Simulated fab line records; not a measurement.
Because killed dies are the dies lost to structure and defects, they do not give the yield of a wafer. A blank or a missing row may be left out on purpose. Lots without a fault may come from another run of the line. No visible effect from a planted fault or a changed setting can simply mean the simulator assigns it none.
Chamber matching ; flow n5-finfet ; N5_MOL_CONTACT_COAG_ALD_123 on ald-sin-01: 4 sister chambers
The step deposits SiNx, target thk 5 nm, pulse time 1 s, purge time 2 s. 4 wafers are shown with their chamber, then 8 later ones without.

== WAFERS WITH THEIR CHAMBER ==
wafer;chamber;heater-power-w (W)
L091.1;1;818
L091.2;0;840
L091.3;2;946
L091.4;3;935

== WAFERS WITHOUT THEIR CHAMBER ==
wafer;heater-power-w (W)
L091.5;951
L091.6;933
L094.1;900
L094.2;820
L094.6;917
L097.1;923
L097.3;824
L097.5;825

== CHAMBER TAKEN BY EACH ==
wafer;from the rows above;in truth
L091.5;can't be placed: 2 or 3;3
L091.6;can't be placed: 3 or 2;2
L094.1;can't be placed: 3 or 2 or 0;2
L094.2;can't be placed: 1 or 0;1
L094.6;can't be placed: 3 or 2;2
L097.1;can't be placed: 3 or 2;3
L097.3;can't be placed: 1 or 0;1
L097.5;can't be placed: 1 or 0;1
Correct placement for 0 of the 8. These rows do not allow placing 8 (true chamber among the candidates in 8). Wrongly placed: 0.
How it was worked out, from the rows above alone: a wafer's distance from a chamber is the root of the sum, over the readings, of the square of ((its reading less the chamber's mean) divided by the reading's scatter). If the next closest chamber is less than 2 further off than the closest, the wafer can't be placed; otherwise it belongs to the closest. Each chamber's mean is taken over the wafers shown for it. The scatter: root of mean squared gap, hidden wafer to nearest shown wafer, with one shown wafer a chamber.
